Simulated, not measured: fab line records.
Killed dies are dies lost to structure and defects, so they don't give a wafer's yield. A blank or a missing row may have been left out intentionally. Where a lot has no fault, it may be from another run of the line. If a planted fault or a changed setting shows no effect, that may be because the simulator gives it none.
Matching of chambers | flow nand harc | pecvd-02 running NHARC_A_CHANNEL_HOLE_D2_DEP_01: 3 sister chambers
The step deposits SiON, target thk 140 nm. 20 wafers are shown with their chamber, then 10 later ones without.

== EACH WAFER AND ITS CHAMBER ==
wafer  | chamber | heater power w (W)
L074.2 | 2       | 576
L074.3 | 1       | 678
L074.5 | 0       | 737
L075.1 | 1       | 580
L075.2 | 0       | 815
L075.4 | 0       | 792
L076.1 | 1       | 695
L076.2 | 2       | 640
L076.6 | 1       | 698
L077.2 | 1       | 654
L077.5 | 0       | 779
L077.6 | 2       | 641
L080.2 | 0       | 850
L080.3 | 2       | 550
L080.5 | 0       | 686
L084.1 | 1       | 702
L084.2 | 0       | 772
L084.4 | 2       | 571
L088.3 | 1       | 674
L088.5 | 2       | 658

SIGNATURES, as means of the wafers listed above
reading        | chamber 0 | chamber 1 | chamber 2 | scatter within a chamber
heater power w | 775.86    | 668.71    | 606.00    | 47.3
Rule: for each reading, subtract the chamber's mean from the wafer's reading, divide by that reading's scatter and square the result; add these up over the readings and take the root, which gives the wafer's distance from the chamber. The wafer belongs to the nearest chamber; if the next one is less than 2 further off, it can't be placed. How the scatter is found: for the shown wafers, subtract from each reading the mean of its chamber, square and add these, divide the total by (wafers less chambers), then take the root.

== WAFERS WHOSE CHAMBER IS MISSING ==
wafer  | heater power w (W)
L088.6 | 671
L093.1 | 574
L093.3 | 576
L093.4 | 587
L096.2 | 663
L096.3 | 780
L096.6 | 663
L097.2 | 565
L097.3 | 570
L097.5 | 586

== WHICH CHAMBER EACH ONE RAN IN ==
wafer  | from the rows above     | in truth
L088.6 | can't be placed: 1 or 2 | 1
L093.1 | can't be placed: 2 or 1 | 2
L093.3 | can't be placed: 2 or 1 | 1
L093.4 | can't be placed: 2 or 1 | 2
L096.2 | can't be placed: 1 or 2 | 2
L096.3 | 0                       | 0
L096.6 | can't be placed: 1 or 2 | 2
L097.2 | can't be placed: 2 or 1 | 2
L097.3 | can't be placed: 2 or 1 | 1
L097.5 | can't be placed: 2 or 1 | 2
Correctly placed: 1 of 10. Can't be placed from these rows: 9 (the true chamber is among the candidates in 9). Placed wrongly: 0.
